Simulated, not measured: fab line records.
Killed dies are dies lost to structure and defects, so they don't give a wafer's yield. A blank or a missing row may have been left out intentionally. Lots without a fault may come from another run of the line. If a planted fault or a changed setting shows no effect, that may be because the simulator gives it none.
fab line records | flow n5-finfet | part 2 of 2: steps 22 to 32 of 32
record lots=5 | wafers=15 | last-day=17
route steps=1938 shown PMOS_HMC_CHANNEL_EPI@63 FIN_SAQP@90
lots that met no fault: from a run of the same line without faults
start-h: hours from the record's first day to the start of the lot's first wafer shown | wait-h: hours elapsed since this lot's preceding step | " unchanged from the row above | L1.1+2: a row that stands for several wafers | - no value, or no start given | * or withheld: withheld | < > ~ a bound
route shown NAME@n: NAME is a module with steps in the file, n the number in the route of the first one | usual: mean/standard deviation of fault-free wafers | same: alike in all rows | chamber/n: place in a boat | sites: readings site by site | _std_site: their standard deviation | _edge_site: the outer-site mean with the inner-site mean subtracted | radius-mm: how far each site lies from the wafer's centre | mask NAME#n: copy n | behind: the most recent tool/chamber to have shaped the wafer | hold: why the lot was held/for how many hours/how that ended | device: which transistor (n, p or np) failed to switch | end of line: the same wafers' tests at the end of the route | a step with no rows: only its recipe | killed: at the first sort, the dies lost to defects and structure; wafer yield is something else | map: shows each die of a wafer: x if killed, . if not, _ if none is there
set.NAME: the run value of the setting; set.NAME@STEP: its run value at that earlier step | model.NAME: the simulator's own value behind a step, which no gauge read
a table for each step, a row for each wafer; lots at some steps of the route
services: when a tool's chamber went out of use (start-h, in hours from the record's first day, below 0 if earlier), for how many hours, and the reason
## steps
# step N5_PMOS_HMC_CHANNEL_EPI_PRECLEAN_37
# recipe chemistry=O3/DIW | time-s=45 | temp-c=22 | o3-ppm=10
# usual bath-heat-duty-pct=2.3/0.4
lot.wafer | tool         | chamber | start-h | wait-h | bath-heat-duty-pct
L077.1    | wet-bench-01 | 3       | 37.98   | 0.0    | 2.3
L077.3    | "            | 7       | "       | "      | 2.6
L077.4    | "            | 4       | "       | "      | 2.5
L079.1    | wet-bench-06 | 7       | 50.03   | 0.0    | 2.7
L079.2    | "            | 2       | "       | "      | 2.2
L079.5    | "            | 4       | "       | "      | 1.6
L082.1    | wet-bench-02 | 0       | 68.02   | 0.0    | 2.7
L082.2    | "            | 2       | "       | "      | 2.3
L082.5    | "            | 1       | "       | "      | 2.3
L085.3    | wet-bench-02 | 4       | 85.76   | 0.0    | 2.4
L085.4    | "            | 5       | "       | "      | 2.3
L085.5    | "            | 6       | "       | "      | 2.4
L089.1    | wet-bench-01 | 3       | 109.58  | 0.0    | 2.3
L089.3    | "            | 0       | "       | "      | 2.2
L089.5    | "            | 1       | "       | "      | 2.9
# step N5_PMOS_HMC_CHANNEL_EPI_PRECLEAN_24
# recipe chemistry=DHF | time-s=30 | temp-c=25 | dilution=withheld
lot.wafer  | tool         | chamber | start-h | wait-h
L077.1+3+4 | wet-bench-01 | 3,7,4   | 37.99   | 0.0
L079.1+2+5 | wet-bench-06 | 7,2,4   | 50.04   | 0.0
L082.1+2+5 | wet-bench-02 | 0,2,1   | 68.04   | 0.0
L085.3+4+5 | wet-bench-02 | 4,5,6   | 85.77   | 0.0
L089.1+3+5 | wet-bench-01 | 3,0,1   | 109.60  | 0.0
# step N5_PMOS_HMC_CHANNEL_EPI_SRD_25
# recipe dry=ipa-marangoni | do-ppb=5 | time-s=30 | temp-c=23 | rinse-liquid=diw
# usual bath-heat-duty-pct=3.6/0.58
lot.wafer | tool         | chamber | start-h | wait-h | bath-heat-duty-pct
L077.1    | wet-bench-01 | 3       | 38.00   | 0.0    | 3.2
L077.3    | "            | 7       | "       | "      | 3.7
L077.4    | "            | 4       | "       | "      | 4.0
L079.1    | wet-bench-06 | 7       | 50.05   | 0.0    | 3.8
L079.2    | "            | 2       | "       | "      | 4.0
L079.5    | "            | 4       | "       | "      | 2.6
L082.1    | wet-bench-02 | 0       | 68.05   | 0.0    | 4.3
L082.2    | "            | 2       | "       | "      | 2.9
L082.5    | "            | 1       | "       | "      | 3.7
L085.3    | wet-bench-02 | 4       | 85.78   | 0.0    | 3.3
L085.4    | "            | 5       | "       | "      | 3.2
L085.5    | "            | 6       | "       | "      | 2.7
L089.1    | wet-bench-01 | 3       | 109.61  | 0.0    | 3.7
L089.3    | "            | 0       | "       | "      | 4.8
L089.5    | "            | 1       | "       | "      | 4.9
# step N5_PMOS_HMC_CHANNEL_EPI_EPI_26
# recipe material=Si | target-thk-a=38 | temp-c=650 | precursor=SiH4/H2 | pressure-torr=20 | time-s=22.7
# usual throttle-valve-pct=11.00/0.3
lot.wafer | tool         | chamber | start-h | wait-h | throttle-valve-pct
L077.1    | epi-rpcvd-01 | 0       | 38.05   | 0.0    | 10.53
L077.3    | "            | 0       | "       | "      | 10.76
L077.4    | "            | 0       | "       | "      | 10.54
L079.1    | epi-rpcvd-04 | 0       | 50.10   | 0.0    | 10.60
L079.2    | "            | 0       | "       | "      | 10.81
L079.5    | "            | 0       | "       | "      | 11.15
L082.1    | epi-rpcvd-04 | 0       | 68.09   | 0.0    | 10.74
L082.2    | "            | 0       | "       | "      | 10.68
L082.5    | "            | 0       | "       | "      | 11.12
L085.3    | epi-rpcvd-02 | 0       | 85.93   | 0.1    | 10.98
L085.4    | "            | 0       | "       | "      | 11.20
L085.5    | "            | 0       | "       | "      | 11.45
L089.1    | epi-rpcvd-02 | 0       | 109.65  | 0.0    | 11.28
L089.3    | "            | 0       | "       | "      | 11.36
L089.5    | "            | 0       | "       | "      | 11.02
# step N5_PMOS_HMC_CHANNEL_EPI_INSPECT_30
# recipe inspect-instrument=darkfield | mode=post-epi
# usual raw-defect-count=18/6.4
lot.wafer | tool              | chamber | start-h | wait-h | raw-defect-count
L077.1    | defect-inspect-02 | -       | 38.42   | 0.0    | 21
L077.3    | "                 | -       | "       | "      | 17
L077.4    | "                 | -       | "       | "      | 23
L079.1    | defect-inspect-01 | -       | 50.47   | 0.0    | 20
L079.2    | "                 | -       | "       | "      | 16
L079.5    | "                 | -       | "       | "      | 13
L082.1    | defect-inspect-02 | -       | 68.56   | 0.0    | 9
L082.2    | "                 | -       | "       | "      | 26
L082.5    | "                 | -       | "       | "      | 10
L085.3    | defect-inspect-01 | -       | 86.20   | 0.0    | 25
L085.4    | "                 | -       | "       | "      | 12
L085.5    | "                 | -       | "       | "      | 30
L089.1    | defect-inspect-02 | -       | 110.02  | 0.0    | 12
L089.3    | "                 | -       | "       | "      | 13
L089.5    | "                 | -       | "       | "      | 15
# step N5_FIN_SAQP_PRECLEAN_42
# recipe chemistry=O3/DIW | time-s=60 | temp-c=22 | o3-ppm=10
# usual bath-heat-duty-pct=2.4/0.42
lot.wafer | tool         | chamber | start-h | wait-h | bath-heat-duty-pct
L077.1    | wet-bench-04 | 5       | 38.45   | 0.0    | 2.6
L077.3    | "            | 7       | "       | "      | 2.9
L077.4    | "            | 3       | "       | "      | 3.3
L079.1    | wet-bench-04 | 5       | 50.49   | 0.0    | 2.2
L079.2    | "            | 4       | "       | "      | 2.1
L079.5    | "            | 6       | "       | "      | 2.0
L082.1    | wet-bench-05 | 5       | 68.59   | 0.0    | 3.1
L082.2    | "            | 1       | "       | "      | 2.8
L082.5    | "            | 7       | "       | "      | 2.4
L085.3    | wet-bench-03 | 7       | 86.23   | 0.0    | 2.3
L085.4    | "            | 5       | "       | "      | 2.5
L085.5    | "            | 2       | "       | "      | 1.8
L089.1    | wet-bench-05 | 6       | 110.05  | 0.0    | 3.4
L089.3    | "            | 2       | "       | "      | 1.7
L089.5    | "            | 1       | "       | "      | 2.4
# step N5_FIN_SAQP_PRECLEAN_00
# recipe chemistry=SC1 | time-s=60 | temp-c=55 | mix=1:2:50
# usual bath-heat-duty-pct=8.8/1
lot.wafer | tool         | chamber | start-h | wait-h | bath-heat-duty-pct
L077.1    | wet-bench-04 | 5       | 38.47   | 0.0    | 9.8
L077.3    | "            | 7       | "       | "      | 9.8
L077.4    | "            | 3       | "       | "      | 9.9
L079.1    | wet-bench-04 | 5       | 50.51   | 0.0    | 10.2
L079.2    | "            | 4       | "       | "      | 9.0
L079.5    | "            | 6       | "       | "      | 8.5
L082.1    | wet-bench-05 | 5       | 68.61   | 0.0    | 10.8
L082.2    | "            | 1       | "       | "      | 9.4
L082.5    | "            | 7       | "       | "      | 10.2
L085.3    | wet-bench-03 | 7       | 86.24   | 0.0    | 7.8
L085.4    | "            | 5       | "       | "      | 7.2
L085.5    | "            | 2       | "       | "      | 10.3
L089.1    | wet-bench-05 | 6       | 110.07  | 0.0    | 11.0
L089.3    | "            | 2       | "       | "      | 7.7
L089.5    | "            | 1       | "       | "      | 9.9
# step N5_FIN_SAQP_PRECLEAN_44
# recipe chemistry=SC2 | time-s=45 | temp-c=35 | mix=1:1:50
# usual bath-heat-duty-pct=3.4/0.5
lot.wafer | tool         | chamber | start-h | wait-h | bath-heat-duty-pct
L077.1    | wet-bench-04 | 5       | 38.48   | 0.0    | 3.5
L077.3    | "            | 7       | "       | "      | 3.1
L077.4    | "            | 3       | "       | "      | 4.1
L079.1    | wet-bench-04 | 5       | 50.53   | 0.0    | 4.1
L079.2    | "            | 4       | "       | "      | 4.1
L079.5    | "            | 6       | "       | "      | 3.7
L082.1    | wet-bench-05 | 5       | 68.63   | 0.0    | 4.5
L082.2    | "            | 1       | "       | "      | 4.5
L082.5    | "            | 7       | "       | "      | 3.4
L085.3    | wet-bench-03 | 7       | 86.26   | 0.0    | 2.8
L085.4    | "            | 5       | "       | "      | 3.1
L085.5    | "            | 2       | "       | "      | 2.8
L089.1    | wet-bench-05 | 6       | 110.09  | 0.0    | 3.1
L089.3    | "            | 2       | "       | "      | 3.0
L089.5    | "            | 1       | "       | "      | 3.6
# step N5_FIN_SAQP_SRD_01
# recipe dry=ipa-marangoni | time-s=30 | temp-c=23 | rinse-liquid=diw
# usual bath-heat-duty-pct=3.7/0.52
lot.wafer | tool         | chamber | start-h | wait-h | bath-heat-duty-pct
L077.1    | wet-bench-04 | 5       | 38.49   | 0.0    | 3.8
L077.3    | "            | 7       | "       | "      | 4.1
L077.4    | "            | 3       | "       | "      | 4.3
L079.1    | wet-bench-04 | 5       | 50.55   | 0.0    | 3.8
L079.2    | "            | 4       | "       | "      | 3.7
L079.5    | "            | 6       | "       | "      | 3.7
L082.1    | wet-bench-05 | 5       | 68.64   | 0.0    | 3.2
L082.2    | "            | 1       | "       | "      | 4.1
L082.5    | "            | 7       | "       | "      | 4.6
L085.3    | wet-bench-03 | 7       | 86.27   | 0.0    | 4.1
L085.4    | "            | 5       | "       | "      | 3.1
L085.5    | "            | 2       | "       | "      | 3.5
L089.1    | wet-bench-05 | 6       | 110.10  | 0.0    | 3.4
L089.3    | "            | 2       | "       | "      | 3.2
L089.5    | "            | 1       | "       | "      | 3.7
# step N5_FIN_SAQP_ALD_61
# recipe material=SiO2 | target-thk-a=40 | temp-c=300 | ald-precursor-family=BDEAS | ald-co-reactant=O2-plasma | pulse-time-s=1 | purge-time-s=2 | co-reactant-purge-time-s=2 | ald-cycles=43 | pressure-torr=2
# usual heater-power-w=485/48 | precursor-pulse-height-rel=1.003/0.02
# same co-reactant-purge-time-s=2
lot.wafer | tool       | chamber | start-h | wait-h | heater-power-w | precursor-pulse-height-rel
L077.1    | ald-sin-04 | 0       | 38.54   | 0.0    | 531            | 1.011
L077.3    | "          | 3       | "       | "      | 413            | 1.002
L077.4    | "          | 2       | "       | "      | 512            | 1.029
L079.1    | ald-sin-01 | 3       | 50.59   | 0.0    | 421            | 0.979
L079.2    | "          | 1       | "       | "      | 585            | 0.997
L079.5    | "          | 1       | "       | "      | 575            | 1.019
L082.1    | ald-sin-04 | 3       | 68.69   | 0.0    | 399            | 1.019
L082.2    | "          | 2       | "       | "      | 525            | 1.004
L082.5    | "          | 1       | "       | "      | 475            | 0.990
L085.3    | ald-sin-04 | 0       | 86.32   | 0.0    | 524            | 1.035
L085.4    | "          | 1       | "       | "      | 469            | 1.021
L085.5    | "          | 3       | "       | "      | 417            | 1.023
L089.1    | ald-sin-01 | 2       | 110.39  | 0.3    | 514            | 1.016
L089.3    | "          | 3       | "       | "      | 438            | 1.035
L089.5    | "          | 1       | "       | "      | 538            | 1.006
# step N5_FIN_SAQP_DENSIFY_62
# recipe temp-c=700 | time-s=60 | ambient=N2 | idle-temp-c=600 | ramp-up-c-per-s=150 | ramp-down-c-per-s=60 | cool-to-c=600
# usual lamp-power-pct=9.85/0.048 | wafer_temp_C_max=703.2/0.61
lot.wafer | tool          | chamber | start-h | wait-h | lamp-power-pct | wafer_temp_C_max
L077.1    | rtp-anneal-01 | 0       | 38.74   | 0.1    | 9.87           | 703.5
L077.3    | "             | 0       | "       | "      | 9.88           | 703.7
L077.4    | "             | 0       | "       | "      | 9.91           | 702.3
L079.1    | rtp-anneal-02 | 0       | 50.80   | 0.1    | 9.84           | 703.9
L079.2    | "             | 0       | "       | "      | 9.81           | 703.5
L079.5    | "             | 0       | "       | "      | 9.79           | 702.7
L082.1    | rtp-anneal-01 | 0       | 68.89   | 0.1    | 9.82           | 703.1
L082.2    | "             | 0       | "       | "      | 9.92           | 705.0
L082.5    | "             | 0       | "       | "      | 9.94           | 702.3
L085.3    | rtp-anneal-01 | 0       | 86.60   | 0.2    | 9.81           | 703.4
L085.4    | "             | 0       | "       | "      | 9.87           | 703.0
L085.5    | "             | 0       | "       | "      | 9.93           | 703.2
L089.1    | rtp-anneal-01 | 0       | 110.60  | 0.1    | 9.91           | 702.7
L089.3    | "             | 0       | "       | "      | 9.79           | 702.9
L089.5    | "             | 0       | "       | "      | 9.84           | 703.0
## services
tool         | chamber | start-h | hours | kind
rie-si-02    | -       | 12.22   | 2.8   | pm
ald-sin-01   | -       | 13.20   | 0.2   | repair
cmp-02       | -       | 14.18   | 5.0   | pm
rie-si-04    | 0       | 27.24   | 12.2  | repair
cmp-01       | -       | 29.83   | 6.7   | pm
cmp-01       | -       | 36.79   | 7.5   | pm
rie-diel-02  | 1       | 37.33   | 11.9  | repair
epi-rpcvd-04 | -       | 38.89   | 1.6   | repair
rie-si-05    | 0       | 42.00   | 15.4  | repair
cmp-01       | -       | 47.67   | 1.3   | repair
cmp-01       | -       | 50.60   | 1.9   | repair
rie-diel-02  | -       | 53.57   | 1.2   | repair
cmp-02       | -       | 54.98   | 4.0   | pm
rie-diel-01  | 1       | 55.31   | -     | clean
rie-diel-01  | 1       | 55.31   | -     | consumable-replace:focus-ring
rie-diel-01  | 1       | 55.31   | 27.1  | scheduled-down
rie-diel-01  | 1       | 55.31   | 27.1  | vent-cycle
cmp-02       | -       | 58.98   | -     | consumable-replace:conditioner
cmp-02       | -       | 58.98   | -     | consumable-replace:pad
epi-rpcvd-04 | -       | 75.35   | 6.0   | pm
ald-sin-01   | -       | 85.25   | 14.0  | pm
rie-si-05    | 2       | 90.35   | 12.3  | repair
rie-si-05    | 0       | 95.30   | 2.4   | repair
wet-bench-01 | -       | 99.38   | 1.9   | pm
